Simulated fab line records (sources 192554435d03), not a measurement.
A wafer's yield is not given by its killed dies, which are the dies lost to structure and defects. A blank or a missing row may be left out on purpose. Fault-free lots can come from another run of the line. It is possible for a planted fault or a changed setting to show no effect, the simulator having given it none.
fab line records | flow n5-finfet
record lots=10 | wafers=28 | last-day=17
route steps=1938 shown BEOL_M2@856 BEOL_M4@1111
lots with no fault: from the same line, run without faults
start-h: start of the lot's first displayed wafer, in hours after the record's first day | wait-h: hours since the lot's step before | " as in the row above | L1.1+2: several wafers, shown together as one row | - value missing, or start not given | * or withheld: withheld | < > ~ a bound
route shown NAME@n: names a module that has steps shown in the file, with the first one's number in the route | usual: mean/standard deviation taken from wafers without a fault | same: alike in all rows | chamber/n: place in a boat | sites: per-site readings | _std_site: their standard deviation | _edge_site: mean of outer sites minus mean of inner sites | radius-mm: how far each site lies from the wafer's centre | mask NAME#n: copy n | behind: the tool/chamber that last shaped the wafer | hold: cause of the lot's hold/its duration in hours/its outcome | device: transistor that didn't switch, given as n, p or np | end of line: the tests these same wafers got at the end of their route | where a step has no rows: the recipe by itself | killed: dies that structure and defects cost at the first sort, which is not the same as the wafer's yield | map: a wafer's dies, x killed, . not, _ none there
set.NAME: the setting that was run; set.NAME@STEP: the one run at that earlier step | model.NAME: the simulator's own value behind a step, which no gauge read
one table for each step of the route and one row for each wafer, over a sample of lots
services: from which hour (start-h, from the record's first day; less than 0 if before it) a tool's chamber was out of use, for how many hours, and why
## steps
# step N5_BEOL_M2_INSPECT_13
# recipe mode=adi | inspect-instrument=brightfield
# usual raw-defect-count=455/98
lot.wafer | tool              | chamber | start-h | wait-h | raw-defect-count
L409.1    | defect-inspect-01 | -       | 144.21  | 0.1    | 393
L409.2    | "                 | -       | "       | "      | 377
L409.6    | "                 | -       | "       | "      | 463
L411.1    | defect-inspect-01 | -       | 159.33  | 0.1    | 363
L411.3    | "                 | -       | "       | "      | 480
L411.4    | "                 | -       | "       | "      | 486
L412.1    | defect-inspect-01 | -       | 165.17  | 0.1    | 419
L412.3    | "                 | -       | "       | "      | 448
L412.6    | "                 | -       | "       | "      | 403
L413.5    | defect-inspect-01 | -       | 167.15  | 0.0    | 370
L413.6    | "                 | -       | "       | "      | 466
L415.1    | defect-inspect-02 | -       | 184.33  | 0.1    | 437
L415.2    | "                 | -       | "       | "      | 430
L415.6    | "                 | -       | "       | "      | 378
L416.1    | defect-inspect-02 | -       | 191.25  | 0.1    | 708
L416.2    | "                 | -       | "       | "      | 409
L416.3    | "                 | -       | "       | "      | 351
L417.1    | defect-inspect-02 | -       | 199.44  | 0.1    | 350
L417.5    | "                 | -       | "       | "      | 423
L417.6    | "                 | -       | "       | "      | 352
L420.2    | defect-inspect-02 | -       | 210.61  | 0.0    | 427
L420.5    | "                 | -       | "       | "      | 336
L419.1    | defect-inspect-02 | -       | 218.98  | 0.1    | 276
L419.3    | "                 | -       | "       | "      | 542
L419.5    | "                 | -       | "       | "      | 404
L423.1    | defect-inspect-02 | -       | 245.00  | 0.1    | 434
L423.3    | "                 | -       | "       | "      | 535
L423.5    | "                 | -       | "       | "      | 567
# step N5_BEOL_M2_VIA_ETCH_34
# recipe chemistry=C4F6/O2 | target-depth-a=694 | mask-material=SOC | pressure-mtorr=15 | ion-energy-ev=250 | taper-deg=4 | time-s=65.9 | source-w=350 | bias-w=170 | Ar_flow_sccm=300 | C4F6_flow_sccm=10 | O2_flow_sccm=10
# usual drypump-motor-current-A=5.7/0.43 | oes-product-au=0.77/0.091 | rf-fwd-power-W=347.3/1.4 | rf-vpp-V=660/10 | showerhead-plenum-p-Torr=2.85/0.052 | throttle-valve-pct=30.73/0.2
lot.wafer | tool        | chamber | start-h | wait-h | drypump-motor-current-A | oes-product-au | rf-fwd-power-W | rf-hours-counter-h | rf-vpp-V | showerhead-plenum-p-Torr | throttle-valve-pct
L409.1    | rie-diel-05 | 3       | 161.69  | 0.0    | 5.3                     | 0.90           | 346.0          | 25                 | 651      | 2.88                     | 30.61
L409.2    | "           | 2       | "       | "      | 5.5                     | 0.69           | 347.7          | 213                | 667      | 2.83                     | 30.72
L409.6    | "           | 2       | "       | "      | 5.5                     | 0.69           | 347.2          | -                  | 669      | 2.83                     | 30.72
L411.1    | rie-diel-05 | 2       | 178.56  | 0.0    | 5.5                     | 0.68           | 347.9          | 219                | 668      | 2.82                     | 30.72
L411.3    | "           | 0       | "       | "      | 6.2                     | 0.71           | 347.4          | 170                | 668      | 2.83                     | 30.97
L411.4    | "           | 3       | "       | "      | 5.3                     | 0.88           | 345.2          | 30                 | 651      | 2.88                     | 30.62
L412.1    | rie-diel-05 | 3       | 195.35  | 0.0    | 5.3                     | 0.88           | 343.9          | 35                 | 649      | 2.88                     | 30.63
L412.3    | "           | 1       | "       | "      | 5.4                     | 0.74           | 345.4          | 177                | 658      | 2.81                     | 30.76
L412.6    | "           | 1       | "       | "      | 5.4                     | 0.74           | 347.4          | -                  | 658      | 2.81                     | 30.79
L413.5    | rie-diel-06 | 0       | 200.57  | 0.0    | 5.8                     | 0.89           | 346.1          | -                  | 672      | 2.87                     | 30.81
L413.6    | "           | 3       | "       | "      | 5.8                     | 0.73           | 348.2          | -                  | 647      | 2.82                     | 30.66
L415.1    | rie-diel-02 | 0       | 201.77  | 0.0    | 5.2                     | 0.69           | 348.3          | 231                | 654      | 2.91                     | 31.06
L415.2    | "           | 3       | "       | "      | 6.4                     | 0.92           | 347.2          | 21                 | 667      | 2.99                     | 30.30
L415.6    | "           | 0       | "       | "      | 5.2                     | 0.69           | 348.3          | -                  | 654      | 2.91                     | 31.07
L416.1    | rie-diel-02 | 2       | 203.92  | 0.0    | 5.8                     | 0.84           | 348.3          | 54                 | 649      | 2.87                     | 30.62
L416.2    | "           | 3       | "       | "      | 6.3                     | 0.92           | 350.2          | 22                 | 667      | 2.99                     | 30.31
L416.3    | "           | 1       | "       | "      | 4.9                     | 0.68           | 347.8          | 231                | 658      | 2.82                     | 30.89
L420.2    | rie-diel-02 | 1       | 224.57  | 0.0    | 5.0                     | 0.69           | 346.6          | 240                | 658      | 2.82                     | 30.91
L420.5    | "           | 1       | "       | "      | 5.0                     | 0.68           | 347.5          | -                  | 660      | 2.82                     | 30.88
L417.1    | rie-diel-02 | 0       | 227.70  | 0.0    | 5.2                     | 0.68           | 349.0          | 243                | 654      | 2.90                     | 31.09
L417.5    | "           | 0       | "       | "      | 5.2                     | 0.68           | 350.3          | -                  | 655      | 2.90                     | 31.07
L417.6    | "           | 1       | "       | "      | 5.0                     | 0.68           | 348.0          | -                  | 658      | 2.81                     | 30.90
L419.1    | rie-diel-05 | 1       | 227.73  | 0.0    | 5.4                     | 0.73           | 346.6          | 186                | 658      | 2.80                     | 30.80
L419.3    | "           | 2       | "       | "      | 5.5                     | 0.67           | 349.2          | 232                | 667      | 2.82                     | 30.72
L419.5    | "           | 2       | "       | "      | 5.5                     | 0.67           | 348.6          | -                  | 668      | 2.82                     | 30.71
L423.1    | rie-diel-05 | 1       | 252.13  | 0.0    | 5.4                     | 0.73           | 347.8          | 196                | 657      | 2.80                     | 30.80
L423.3    | "           | 0       | "       | "      | 6.2                     | 0.70           | 346.9          | 194                | 668      | 2.82                     | 30.99
L423.5    | "           | 3       | "       | "      | 5.3                     | 0.79           | 259.6          | -                  | 743      | 2.87                     | 30.64
# step N5_BEOL_M2_STRIP_36
# recipe chemistry=N2/H2 | power-w=450 | temp-c=40 | pressure-mtorr=20 | rf-frequency-hz=6e+07 | overash-fraction=0.3 | bias-power-w=7 | h2-frac=0.5 | n2-flow-sccm=200 | h2-flow-sccm=200
# usual drypump-motor-current-A=5.7/0.43 | oes-product-au=0.77/0.09 | rf-vpp-V=59.2/1.6 | showerhead-plenum-p-Torr=2.55/0.052 | throttle-valve-pct=23.66/0.26
lot.wafer | tool        | chamber | start-h | wait-h | drypump-motor-current-A | oes-product-au | rf-hours-counter-h | rf-vpp-V | showerhead-plenum-p-Torr | throttle-valve-pct
L409.1    | rie-diel-05 | 3       | 161.75  | 0.0    | 5.3                     | 0.89           | 25                 | 57.9     | 2.60                     | 23.85
L409.2    | "           | 2       | "       | "      | 5.5                     | 0.67           | 213                | 60.8     | 2.52                     | 23.56
L409.6    | "           | 2       | "       | "      | 5.5                     | 0.68           | -                  | 56.2     | 2.52                     | 23.55
L411.1    | rie-diel-05 | 2       | 178.62  | 0.0    | 5.5                     | 0.68           | 219                | 62.0     | 2.52                     | 23.56
L411.3    | "           | 0       | "       | "      | 6.2                     | 0.72           | 170                | 59.5     | 2.52                     | 23.81
L411.4    | "           | 3       | "       | "      | 5.3                     | 0.91           | 30                 | 60.2     | 2.60                     | 23.84
L412.1    | rie-diel-05 | 3       | 195.41  | 0.0    | 5.3                     | 0.88           | 35                 | 61.8     | 2.60                     | 23.89
L412.3    | "           | 1       | "       | "      | 5.4                     | 0.74           | 177                | 59.4     | 2.53                     | 23.82
L412.6    | "           | 1       | "       | "      | 5.4                     | 0.74           | -                  | 59.3     | 2.53                     | 23.82
L413.5    | rie-diel-06 | 0       | 200.63  | 0.0    | 5.8                     | 0.90           | -                  | 60.8     | 2.57                     | 23.84
L413.6    | "           | 3       | "       | "      | 5.8                     | 0.73           | -                  | 55.1     | 2.50                     | 23.46
L415.1    | rie-diel-02 | 0       | 201.83  | 0.0    | 5.2                     | 0.70           | 231                | 57.8     | 2.60                     | 23.97
L415.2    | "           | 3       | "       | "      | 6.4                     | 0.94           | 21                 | 60.0     | 2.68                     | 22.96
L415.6    | "           | 0       | "       | "      | 5.2                     | 0.69           | -                  | 57.9     | 2.60                     | 23.97
L416.1    | rie-diel-02 | 2       | 203.98  | 0.0    | 5.8                     | 0.85           | 54                 | 58.2     | 2.57                     | 23.61
L416.2    | "           | 3       | "       | "      | 6.4                     | 0.92           | 22                 | 58.9     | 2.68                     | 22.96
L416.3    | "           | 1       | "       | "      | 5.0                     | 0.69           | 231                | 58.2     | 2.49                     | 23.64
L420.2    | rie-diel-02 | 1       | 224.63  | 0.0    | 5.0                     | 0.69           | 240                | 58.6     | 2.49                     | 23.67
L420.5    | "           | 1       | "       | "      | 5.0                     | 0.70           | -                  | 60.7     | 2.49                     | 23.66
L417.1    | rie-diel-02 | 0       | 227.76  | 0.0    | 5.2                     | 0.67           | 243                | 59.7     | 2.59                     | 24.00
L417.5    | "           | 0       | "       | "      | 5.2                     | 0.68           | -                  | 56.7     | 2.59                     | 23.98
L417.6    | "           | 1       | "       | "      | 5.0                     | 0.70           | -                  | 58.5     | 2.49                     | 23.65
L419.1    | rie-diel-05 | 1       | 227.79  | 0.0    | 5.4                     | 0.73           | 186                | 58.1     | 2.52                     | 23.86
L419.3    | "           | 2       | "       | "      | 5.5                     | 0.67           | 232                | 58.0     | 2.51                     | 23.56
L419.5    | "           | 2       | "       | "      | 5.5                     | 0.66           | -                  | 58.0     | 2.51                     | 23.57
L423.1    | rie-diel-05 | 1       | 252.19  | 0.0    | 5.4                     | 0.72           | 196                | 57.2     | 2.52                     | 23.87
L423.3    | "           | 0       | "       | "      | 6.2                     | 0.70           | 194                | 60.0     | 2.51                     | 23.84
L423.5    | "           | 3       | "       | "      | 5.3                     | 0.84           | -                  | 62.3     | 2.59                     | 23.88
# step N5_BEOL_M2_SPUTTER_48
# recipe material=Cu | target-thk-a=45 | temp-c=-20 | chamber-pressure-pa=0.07 | power-w=withheld | time-s=8.29
# usual throttle-valve-pct=30.1/0.95
lot.wafer | tool           | chamber | start-h | wait-h | throttle-valve-pct
L409.1    | pvd-sputter-03 | -       | 164.42  | 0.3    | 30.3
L409.2    | "              | -       | "       | "      | 30.7
L409.6    | "              | -       | "       | "      | 29.8
L411.1    | pvd-sputter-02 | -       | 180.13  | 0.1    | 29.6
L411.3    | "              | -       | "       | "      | 31.2
L411.4    | "              | -       | "       | "      | 29.6
L412.1    | pvd-sputter-01 | -       | 197.65  | 0.1    | 31.8
L412.3    | "              | -       | "       | "      | 29.4
L412.6    | "              | -       | "       | "      | 29.4
L413.5    | pvd-sputter-03 | -       | 202.27  | 0.1    | 28.5
L413.6    | "              | -       | "       | "      | 31.1
L415.1    | pvd-sputter-03 | -       | 204.07  | 1.1    | 30.2
L415.2    | "              | -       | "       | "      | 28.4
L415.6    | "              | -       | "       | "      | 30.5
L416.1    | pvd-sputter-02 | -       | 205.40  | 0.2    | 29.8
L416.2    | "              | -       | "       | "      | 30.4
L416.3    | "              | -       | "       | "      | 29.3
L420.2    | pvd-sputter-01 | -       | 226.04  | 0.1    | 29.3
L420.5    | "              | -       | "       | "      | 30.1
L417.1    | pvd-sputter-03 | -       | 229.63  | 0.2    | 31.2
L417.5    | "              | -       | "       | "      | 30.0
L417.6    | "              | -       | "       | "      | 30.8
L419.1    | pvd-sputter-01 | -       | 229.71  | 0.1    | 29.4
L419.3    | "              | -       | "       | "      | 31.8
L419.5    | "              | -       | "       | "      | 29.4
L423.1    | pvd-sputter-01 | -       | 254.15  | 0.3    | 31.6
L423.3    | "              | -       | "       | "      | 29.4
L423.5    | "              | -       | "       | "      | 29.0
# step N5_BEOL_M4_RC_MEAS_101
# usual DIBL_N=36.0/1.6 | DIBL_P=35.8/2 | IOFF_N=0.152/0.03 | IOFF_P=0.20/0.031 | ION_N=670/12 | ION_P=459/7.4 | SS_N=71.5/0.56 | SS_P=73.2/0.64 | VT_N=251/3.5 | VT_P=-252/3.3
lot.wafer | tool      | chamber | start-h | wait-h | DIBL_N[mV/V] | DIBL_P[mV/V] | IOFF_N[nA/um] | IOFF_P[nA/um] | ION_N[uA/um] | ION_P[uA/um] | SS_N[mV/dec] | SS_P[mV/dec] | VT_N[mV] | VT_P[mV]
L409.1    | prober-02 | 0       | 205.93  | 0.0    | 37.0         | 37.4         | 0.162         | 0.21          | 683          | 468          | 70.9         | 74.1         | 248      | -250
L409.2    | "         | 0       | "       | "      | 35.3         | 34.5         | 0.136         | 0.17          | 675          | 464          | 71.0         | 72.6         | 249      | -253
L409.6    | "         | 0       | "       | "      | 35.9         | 34.9         | 0.135         | 0.18          | 659          | 451          | 70.8         | 73.1         | 252      | -255
L411.1    | prober-01 | 0       | 219.21  | 0.0    | 37.4         | 36.7         | 0.151         | 0.20          | 674          | 461          | 71.8         | 73.6         | 253      | -252
L411.3    | "         | 0       | "       | "      | 35.9         | 35.6         | 0.125         | 0.18          | 656          | 455          | 71.3         | 73.2         | 255      | -250
L411.4    | "         | 0       | "       | "      | 37.2         | 37.0         | 0.155         | 0.20          | 680          | 463          | 72.1         | 73.6         | 250      | -253
L412.1    | prober-01 | 0       | 238.45  | 0.0    | 33.6         | 34.2         | 0.113         | 0.19          | 644          | 456          | 71.4         | 72.4         | 255      | -247
L412.3    | "         | 0       | "       | "      | 36.9         | 38.5         | 0.172         | 0.26          | 676          | 473          | 71.7         | 73.6         | 248      | -245
L412.6    | "         | 0       | "       | "      | 34.7         | 35.2         | 0.136         | 0.21          | 673          | 473          | 71.2         | 72.9         | 253      | -248
L413.5    | prober-02 | 0       | 239.46  | 0.6    | 36.8         | 37.0         | 0.170         | 0.20          | 665          | 449          | 71.2         | 73.4         | 247      | -253
L413.6    | "         | 0       | "       | "      | 34.7         | 35.1         | 0.134         | 0.18          | 667          | 457          | 71.4         | 73.4         | 253      | -252
L415.1    | prober-01 | 0       | 245.94  | 0.0    | 34.2         | 33.1         | 0.111         | 0.15          | 654          | 447          | 71.0         | 71.8         | 257      | -257
L415.2    | "         | 0       | "       | "      | 35.1         | 34.1         | 0.124         | 0.15          | 647          | 441          | 71.6         | 72.7         | 255      | -255
L415.6    | "         | 0       | "       | "      | 36.6         | 36.1         | 0.150         | 0.18          | 663          | 451          | 72.1         | 73.1         | 251      | -256
L416.1    | prober-01 | 0       | 247.01  | 0.0    | 33.3         | 33.0         | 0.110         | 0.16          | 659          | 457          | 71.8         | 72.7         | 253      | -254
L416.2    | "         | 0       | "       | "      | 34.2         | 35.2         | 0.129         | 0.19          | 661          | 457          | 71.1         | 73.3         | 252      | -252
L416.3    | "         | 0       | "       | "      | 36.2         | 38.0         | 0.170         | 0.23          | 678          | 463          | 71.6         | 73.7         | 249      | -247
L417.1    | prober-02 | 0       | 252.74  | 0.0    | 35.8         | 35.9         | 0.134         | 0.17          | 677          | 452          | 71.8         | 72.7         | 252      | -258
L417.5    | "         | 0       | "       | "      | 35.1         | 35.9         | 0.132         | 0.18          | 669          | 467          | 71.2         | 72.4         | 252      | -256
L417.6    | "         | 0       | "       | "      | 36.3         | 36.2         | 0.141         | 0.17          | 662          | 451          | 71.6         | 73.2         | 253      | -258
L420.2    | prober-02 | 0       | 262.26  | 0.2    | 37.8         | 39.2         | 0.176         | 0.22          | 676          | 456          | 71.8         | 73.7         | 249      | -252
L420.5    | "         | 0       | "       | "      | 36.2         | 37.3         | 0.152         | 0.19          | 668          | 456          | 71.5         | 73.2         | 251      | -254
L419.1    | prober-02 | 0       | 281.04  | 0.0    | 34.8         | 32.6         | 0.118         | 0.14          | 665          | 452          | 71.1         | 72.2         | 250      | -256
L419.3    | "         | 0       | "       | "      | 36.3         | 34.5         | 0.143         | 0.17          | 661          | 451          | 70.6         | 72.8         | 248      | -253
L419.5    | "         | 0       | "       | "      | 40.9         | 40.2         | 0.233         | 0.25          | 689          | 461          | 72.9         | 74.1         | 242      | -250
L423.1    | prober-01 | 0       | 301.95  | 0.0    | 37.7         | 38.1         | 0.196         | 0.22          | 686          | 459          | 71.2         | 73.9         | 244      | -251
L423.3    | "         | 0       | "       | "      | 34.9         | 35.4         | 0.150         | 0.18          | 691          | 471          | 71.1         | 72.9         | 247      | -252
L423.5    | "         | 0       | "       | "      | 34.7         | 34.2         | 0.131         | 0.16          | 664          | 449          | 70.7         | 72.5         | 250      | -255
## services
tool           | chamber | start-h | hours | kind
pvd-sputter-01 | -       | 143.59  | 5.2   | repair
rie-diel-02    | 0       | 153.84  | 5.9   | repair
rie-diel-02    | 1       | 156.34  | 5.9   | repair
rie-diel-02    | 0       | 190.66  | 4.0   | repair
rie-diel-02    | 2       | 212.97  | 7.8   | repair
rie-diel-02    | 0       | 233.99  | 1.9   | repair
rie-diel-02    | 0       | 250.82  | -     | clean
rie-diel-02    | 0       | 250.82  | -     | consumable-replace:focus-ring
rie-diel-02    | 0       | 250.82  | 18.0  | scheduled-down
rie-diel-02    | 0       | 250.82  | 18.0  | vent-cycle
## key
first-sign step=N5_BEOL_M2_VIA_ETCH_34 | reading=rf-fwd-power-W | direction=down | sigmas=61 | usual=* | struck=*
effect step=N5_BEOL_M2_VIA_ETCH_34 | reading=rf-vpp-V | direction=up | sigmas=8.2 | usual=660 | struck=743
met-at N5_BEOL_M2_VIA_ETCH_34
struck-lots L423
struck-wafers L423.5
not-acting-at N5_BEOL_M2_INSPECT_13,N5_BEOL_M2_STRIP_36,N5_BEOL_M2_SPUTTER_48
onset-between 195.35 252.13
fault kind=process-parameter-drift | tool=rie-diel-05 | chamber=3 | onset-h=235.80 | steps=N5_BEOL_M2_VIA_ETCH_34 | channel=source-w | offset=-84 | shape=step | end-h=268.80 | acts-in=these-recipes-only | stated=350
